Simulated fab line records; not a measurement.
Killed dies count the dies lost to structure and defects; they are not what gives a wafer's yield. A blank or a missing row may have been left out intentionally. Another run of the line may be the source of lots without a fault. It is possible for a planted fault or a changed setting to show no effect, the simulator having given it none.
Chamber matching    flow nand harc    NHARC_P_M1_DESCUM_14 on rie diel-07: 4 sister chambers
The step chemistry O2, time 3 s. 30 wafers are shown with their chamber, then 12 later ones without.

== WAFERS PAIRED WITH THEIR CHAMBERS ==
wafer   chamber  drypump motor current A (A)  showerhead plenum p Torr (Torr)  oes product au (a.u.)
L074.2  2        6.0                          1.93                             0.990
L074.5  3        6.6                          1.92                             0.997
L074.6  2        6.0                          1.93                             0.988
L075.1  1        6.2                          1.79                             0.995
L075.4  2        6.0                          1.93                             0.982
L075.5  1        6.2                          1.79                             0.997
L077.1  2        6.0                          1.93                             0.994
L077.3  3        6.6                          1.92                             0.998
L077.6  2        6.0                          1.93                             1.001
L078.4  2        6.0                          1.93                             0.993
L078.5  1        6.2                          1.78                             0.992
L078.6  0        5.7                          1.88                             0.997
L079.1  0        5.7                          1.88                             0.983
L079.3  1        6.2                          1.78                             0.992
L079.5  0        5.7                          1.88                             0.984
L080.3  3        6.6                          1.92                             1.021
L080.4  1        6.1                          1.78                             1.002
L080.5  1        6.2                          1.78                             0.994
L081.2  3        6.6                          1.92                             1.008
L081.3  1        6.1                          1.78                             0.994
L081.5  2        6.0                          1.93                             0.999
L082.2  3        6.6                          1.92                             1.010
L082.5  0        5.7                          1.88                             1.006
L082.6  3        6.6                          1.92                             1.005
L085.2  0        5.7                          1.87                             1.004
L085.3  2        6.0                          1.92                             1.007
L085.5  0        5.7                          1.87                             1.002
L088.1  0        5.7                          1.87                             1.003
L088.2  3        6.6                          1.91                             1.017
L088.3  1        6.1                          1.78                             1.004

SIGNATURES (means of the wafers above)
reading                   chamber 0  chamber 1  chamber 2  chamber 3  scatter within a chamber
drypump motor current A   5.700      6.162      6.000      6.600      0.0269
showerhead plenum p Torr  1.8757     1.7825     1.9287     1.9186     0.00436
oes product au            0.99700    0.99625    0.99425    1.00800    0.0079
Rule: a wafer lies at a distance from a chamber equal to the root of the sum of squares, over the readings, of (its reading less the chamber's mean, divided by the reading's scatter). If the next closest chamber is less than 2 further off than the closest, the wafer can't be placed; otherwise it belongs to the closest. The scatter is the square root of a quotient: the sum, over the shown wafers, of each reading's squared deviation from its chamber's mean, divided by wafers minus chambers.

== WAFERS WITHOUT THEIR CHAMBER ==
wafer   drypump motor current A (A)  showerhead plenum p Torr (Torr)  oes product au (a.u.)
L090.1  5.7                          1.87                             1.004
L090.5  6.2                          1.78                             1.001
L090.6  5.7                          1.87                             0.988
L094.2  6.2                          1.78                             1.002
L094.4  6.6                          1.91                             1.017
L094.6  6.6                          1.91                             1.015
L097.4  6.6                          1.91                             1.007
L097.5  6.6                          1.91                             1.003
L097.6  5.7                          1.87                             1.002
L097.1  5.7                          1.87                             0.995
L097.2  6.2                          1.78                             1.006
L097.3  6.0                          1.92                             0.993

== CHAMBER TAKEN BY EACH ==
wafer   from the rows above  in truth
L090.1  0                    0
L090.5  1                    1
L090.6  0                    0
L094.2  1                    1
L094.4  3                    3
L094.6  3                    3
L097.4  3                    3
L097.5  3                    3
L097.6  0                    0
L097.1  0                    0
L097.2  1                    1
L097.3  2                    2
Placed correctly: 12 of 12. Number that these rows cannot place: 0. Number placed wrongly: 0.
